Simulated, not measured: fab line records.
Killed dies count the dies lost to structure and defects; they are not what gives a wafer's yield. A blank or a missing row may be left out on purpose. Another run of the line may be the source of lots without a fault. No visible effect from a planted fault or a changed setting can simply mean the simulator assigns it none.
Which tool was responsible? ; flow n5_finfet ; 10 lots, 29 wafers sampled, at 6 steps of a route of 1938

## WHAT EACH GAUGE READ, for each wafer
N5_BEOL_M1_THK_MEAS_01. Usual: for M1_ILD_THK the level is 78.5 nm and the standard deviation is 1.2.
lot;measured;on;M1_ILD_THK (nm);flag
L362;day 6 01:49;film_metro-01;76.6 75.9 76.9;
L364;day 6 12:12;film_metro-02;77.1 80.1 78.8;
L366;day 6 22:57;film_metro-02;77.7 77.9 78.3;
L370;day 8 02:15;film_metro-01;76.8 79.2;
L372;day 8 07:35;film_metro-01;116.8 78.5 79.2;OFF
L373;day 8 16:53;film_metro-02;117.1 78.1 78.5;OFF
L374;day 9 03:51;film_metro-01;118.1 77.0 78.8;OFF
L383;day 11 11:35;film_metro-02;80.0 80.2 78.9;
L384;day 11 12:02;film_metro-02;77.9 79.8 79.3;
L385;day 11 20:11;film_metro-02;80.4 79.9 80.1;

N5_BEOL_M4_RC_MEAS_101. Usual: DIBL_N 36.6 mV/V, standard deviation 2.3; DIBL_P 36.3 mV/V, standard deviation 2.8; IOFF_N 0.17 nA/um, standard deviation 0.047; IOFF_P 0.22 nA/um, standard deviation 0.048; ION_N 676 uA/um, standard deviation 14; ION_P 463 uA/um, standard deviation 9.4; SS_N 71.6 mV/dec, standard deviation 0.84; SS_P 73.4 mV/dec, standard deviation 0.85; VT_N 249 mV, standard deviation 3.7; VT_P -249 mV, standard deviation 3.6.
lot;measured;on;DIBL_N (mV/V);DIBL_P (mV/V);IOFF_N (nA/um);IOFF_P (nA/um);ION_N (uA/um);ION_P (uA/um);SS_N (mV/dec);SS_P (mV/dec);VT_N (mV);VT_P (mV);flag
L362;day 7 23:09;prober-02;35.1 34.6 37.2;32.6 33.7 37.4;0.15 0.13 0.18;0.18 0.18 0.24;667 679 674;461 470 467;72.0 70.9 71.3;73.0 71.8 73.8;249 253 248;-249 -249 -248;
L364;day 8 04:20;prober-02;39.8 37.6 38.7;40.1 37.1 38.1;0.27 0.19 0.21;0.34 0.26 0.27;711 672 676;485 471 470;72.3 71.8 71.5;74.3 73.2 73.4;239 248 245;-244 -245 -247;
L366;day 8 20:05;prober-02;36.2 36.8 40.1;36.8 38.0 39.1;0.14 0.16 0.21;0.19 0.21 0.23;661 674 681;457 462 452;70.4 71.6 71.8;74.2 73.8 74.6;252 249 246;-254 -251 -253;
L370;day 9 22:33;prober-02;39.4 40.5;39.4 39.7;0.21 0.26;0.22 0.24;690 688;463 460;72.2 72.3;74.4 74.2;246 244;-253 -250;
L372;day 10 12:45;prober-01;32.4 36.0;30.0 36.9;0.09 0.15;0.12 0.21;662 692;453 468;70.4 70.9;71.4 72.8;257 249;-257 -250;
L373;day 10 13:01;prober-02;36.9 37.1;35.5 34.7;0.17 0.17;0.18 0.16;689 647;466 437;71.6 73.2;73.2 72.6;248 253;-249 -255;
L374;day 10 22:32;prober-01;36.7 38.0;36.3 38.8;0.17 0.21;0.22 0.26;668 684;459 469;71.5 71.5;73.9 73.6;249 243;-249 -245;
L383;day 13 03:17;prober-02;36.4 34.7 36.7;35.4 33.0 35.2;0.16 0.13 0.16;0.19 0.17 0.20;668 688 681;458 471 469;71.6 71.2 71.7;72.9 72.6 73.6;250 250 252;-252 -251 -248;
L384;day 13 21:49;prober-01;40.5 39.5 38.0;41.1 40.5 36.5;0.25 0.24 0.18;0.29 0.27 0.21;671 674 674;459 458 455;72.9 72.5 72.3;75.4 74.9 74.3;244 243 248;-249 -250 -253;
L385;day 13 22:28;prober-02;39.1 33.5 38.9;40.3 33.6 37.9;0.23 0.14 0.22;0.30 0.18 0.25;704 688 683;479 474 468;72.8 71.2 72.8;74.6 73.0 73.7;243 248 246;-245 -249 -244;

## WHICH TOOL RAN EACH LOT (tool, then ch and the chambers of the sampled wafers, then the start)
lot;N5_BEOL_M0_PRE_CLEAN_113;N5_BEOL_M0_SPUTTER_134;N5_BEOL_M0_CMP_120;N5_BEOL_M1_ILD_DEP_00
L362;pvd_sputter-03, day 5 23:07;pvd_sputter-01, day 6 00:17;cmp-03 ch 1,2,3, day 6 01:04;pecvd-04 ch 0,1,2, day 6 01:44
L364;pvd_sputter-03, day 6 09:52;pvd_sputter-03, day 6 10:52;cmp-01 ch 1,3, day 6 11:29;pecvd-01 ch 0,2, day 6 12:08
L366;pvd_sputter-02, day 6 20:02;pvd_sputter-02, day 6 21:13;cmp-04 ch 0,2,3, day 6 22:14;pecvd-01 ch 1,2, day 6 22:53
L370;pvd_sputter-01, day 8 00:15;pvd_sputter-03, day 8 00:57;cmp-01 ch 0,1, day 8 01:38;pecvd-01 ch 0,2, day 8 02:11
L372;pvd_sputter-03, day 8 05:05;pvd_sputter-02, day 8 06:17;cmp-04 ch 0,2,3, day 8 06:54;pecvd-01 ch 1,2, day 8 07:31
L373;pvd_sputter-03, day 8 14:42;pvd_sputter-03, day 8 15:35;cmp-03 ch 0,1,3, day 8 16:16;pecvd-01 ch 0,1,2, day 8 16:49
L374;pvd_sputter-01, day 9 01:16;pvd_sputter-02, day 9 02:20;cmp-04 ch 0,1, day 9 03:02;pecvd-01 ch 1,2, day 9 03:47
L383;pvd_sputter-02, day 11 09:28;pvd_sputter-02, day 11 10:11;cmp-04 ch 2,3, day 11 10:56;pecvd-02 ch 0,1, day 11 11:31
L384;pvd_sputter-02, day 11 09:33;pvd_sputter-02, day 11 10:37;cmp-01 ch 0,1,3, day 11 11:26;pecvd-02 ch 0,2, day 11 11:58
L385;pvd_sputter-01, day 11 17:01;pvd_sputter-02, day 11 18:05;cmp-04 ch 2,3, day 11 19:32;pecvd-02 ch 0,1,2, day 11 20:08
- N5_BEOL_M0_PRE_CLEAN_113: time 30 s.
- N5_BEOL_M0_SPUTTER_134: material Cu, target thk 4 nm, time 7.37 s.
- N5_BEOL_M0_CMP_120: polishes, stops on SiOC, t overpolish 6.9 s.
- N5_BEOL_M1_ILD_DEP_00: deposits SiOC from DEMS/O2, target thk 79 nm, time 15.3 s.

## AS READ BY THE TOOLS THEMSELVES (means over the sampled wafers that have a number; for cases with no such wafer, the mark the record gives instead)
N5_BEOL_M0_PRE_CLEAN_113. Usual: heater_power_w at 324 W, with a standard deviation of 33.
lot;tool;heater_power_w (W);flag
L362;pvd_sputter-03;348;
L364;pvd_sputter-03;375;
L366;pvd_sputter-02;311;
L370;pvd_sputter-01;343;
L372;pvd_sputter-03;359;
L373;pvd_sputter-03;319;
L374;pvd_sputter-01;322;
L383;pvd_sputter-02;313;
L384;pvd_sputter-02;330;
L385;pvd_sputter-01;366;

N5_BEOL_M0_SPUTTER_134. Usual: throttle_valve_pct at 30.3 %, with a standard deviation of 0.99.
lot;tool;throttle_valve_pct (%);flag
L362;pvd_sputter-01;29.4;
L364;pvd_sputter-03;30.3;
L366;pvd_sputter-02;30.3;
L370;pvd_sputter-03;30.6;
L372;pvd_sputter-02;30.4;
L373;pvd_sputter-03;30.2;
L374;pvd_sputter-02;31.4;
L383;pvd_sputter-02;30.3;
L384;pvd_sputter-02;30.6;
L385;pvd_sputter-02;29.7;

N5_BEOL_M0_CMP_120. Usual: barrier_field_endpoint_s 3.61 s, standard deviation 0.14; clearing_platen_down_force_psi 1.500 psi, standard deviation 0.0032; motor_current_A 5.7 A, standard deviation 0.56; overpolish_run_s 6.901 s, standard deviation 0.0092; pad_life_wafers 1294, standard deviation 460; time_to_endpoint_s 61 s, standard deviation 3.9.
lot;tool;barrier_field_endpoint_s (s);clearing_platen_down_force_psi (psi);motor_current_A (A);overpolish_run_s (s);pad_life_wafers;time_to_endpoint_s (s);flag
L362;cmp-03;3.55;1.500;5.8;6.896;572;59;
L364;cmp-01;3.79;1.500;5.4;6.904;1471;63;
L366;cmp-04;3.57;1.497;6.1;6.900;956;63;
L370;cmp-01;3.32;1.502;5.6;6.896;1730;56;
L372;cmp-04;3.62;1.500;5.9;6.908;1171;60;
L373;cmp-03;3.58;1.500;5.9;6.902;1076;60;
L374;cmp-04;3.70;1.500;5.3;6.904;1320;65;
L383;cmp-04;3.57;1.502;6.5;6.901;1778;64;
L384;cmp-01;3.60;1.499;5.6;6.896;200;59;
L385;cmp-04;3.92;1.501;6.2;6.898;1879;69;

N5_BEOL_M1_ILD_DEP_00. Usual: heater_power_w 480 W, standard deviation 110; showerhead_plenum_p_Torr 5.697 Torr, standard deviation 0.017; throttle_valve_pct 12.0 %, standard deviation 0.64.
lot;tool;heater_power_w (W);showerhead_plenum_p_Torr (Torr);throttle_valve_pct (%);flag
L362;pecvd-04;614;5.684;12.4;
L364;pecvd-01;512;5.682;11.9;
L366;pecvd-01;481;5.704;11.7;
L370;pecvd-01;560;5.699;11.6;
L372;pecvd-01;409;5.711;11.6;
L373;pecvd-01;493;5.694;11.8;
L374;pecvd-01;576;5.708;11.8;
L383;pecvd-02;440;5.707;12.4;
L384;pecvd-02;391;5.708;11.3;
L385;pecvd-02;424;5.702;11.8;

## THE ANSWER, worked out from the rows above alone
Rule: a lot is off if the mean of its wafers that have a number lies more than 3 standard deviations from the usual mean. A lot without any number at a reading at which 4 lots or more have one is off too. All remaining lots with rows at the step are treated as sound. Order of review: gauges by route order, followed by the tools' own readings, for which a lot's mean as printed above is used. At the first step where some lot is off, the reading lying furthest off is the one used; lots without a number count as furthest.
Off: at N5_BEOL_M1_THK_MEAS_01 (M1_ILD_THK), L372, L373, L374.
A tool fits if, at a process step before that reading, it ran every lot that is off, and no sound lot after the first of them. Those tools and the gauges at N5_BEOL_M1_THK_MEAS_01 are tried in the same way. One candidate fits, namely pecvd-01 at N5_BEOL_M1_ILD_DEP_00. A fault onset in the window from L370 (day 8 02:11, its last sound lot) to L372 (day 8 07:31, its first lot off) fits.

## WHAT THE SIMULATOR HAD PUT IN
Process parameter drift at N5_BEOL_M1_ILD_DEP_00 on pecvd-01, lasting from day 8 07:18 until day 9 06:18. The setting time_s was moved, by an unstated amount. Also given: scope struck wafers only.
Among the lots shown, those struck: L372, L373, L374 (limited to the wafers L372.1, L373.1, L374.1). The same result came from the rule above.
